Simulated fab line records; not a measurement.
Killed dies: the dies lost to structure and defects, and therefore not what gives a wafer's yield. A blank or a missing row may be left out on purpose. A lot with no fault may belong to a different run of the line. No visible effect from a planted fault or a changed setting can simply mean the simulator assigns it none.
Matching of chambers | flow nand harc | NHARC_P_GATE_ETCH_32 on rie si-03 has 4 sister chambers
The step etches the open film in HBr/Cl2, target depth 150 nm, time 100.1 s. 8 wafers are shown with their chamber, then 10 later ones without.

WAFERS PAIRED WITH THEIR CHAMBERS
wafer  | chamber | oes product au (a.u.) | throttle valve pct (%)
L075.5 | 1       | 1.005                 | 26.404
L081.4 | 1       | 1.003                 | 26.399
L084.4 | 0       | 1.021                 | 26.401
L085.6 | 2       | 1.009                 | 26.407
L088.5 | 0       | 0.994                 | 26.409
L088.6 | 2       | 1.013                 | 26.411
L090.2 | 3       | 0.996                 | 26.388
L090.4 | 3       | 0.998                 | 26.401

WAFERS WHOSE CHAMBER IS MISSING
wafer  | oes product au (a.u.) | throttle valve pct (%)
L090.5 | 0.975                 | 26.412
L091.2 | 0.988                 | 26.402
L091.3 | 1.006                 | 26.389
L091.4 | 0.995                 | 26.414
L092.2 | 1.006                 | 26.402
L092.4 | 0.986                 | 26.413
L092.6 | 1.017                 | 26.398
L096.1 | 1.012                 | 26.408
L096.4 | 1.000                 | 26.396
L096.6 | 1.009                 | 26.411

CHAMBER TAKEN BY EACH
wafer  | from the rows above               | in truth
L090.5 | can't be placed: 1 or 0 or 2 or 3 | 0
L091.2 | can't be placed: 3 or 1 or 0 or 2 | 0
L091.3 | can't be placed: 3 or 1 or 0      | 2
L091.4 | can't be placed: 2 or 0 or 1 or 3 | 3
L092.2 | can't be placed: 1 or 0 or 2 or 3 | 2
L092.4 | can't be placed: 0 or 2 or 1 or 3 | 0
L092.6 | can't be placed: 1 or 0 or 2 or 3 | 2
L096.1 | can't be placed: 2 or 0 or 1      | 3
L096.4 | can't be placed: 3 or 1 or 0      | 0
L096.6 | can't be placed: 2 or 0 or 1      | 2
Correctly placed: 0 of 10. Unplaceable from these rows: 10, with the true chamber sitting among the candidates in 8. 0 placed wrongly.
How it was worked out, from the rows above alone: a wafer's distance from a chamber is the root of the sum, over the readings, of the square of ((its reading less the chamber's mean) divided by the reading's scatter). The wafer belongs to the nearest chamber; if the next one is less than 2 further off, it can't be placed. The mean given for a chamber averages the wafers shown for that chamber. The scatter is the square root of a quotient: the sum, over the shown wafers, of each reading's squared deviation from its chamber's mean, divided by wafers minus chambers.
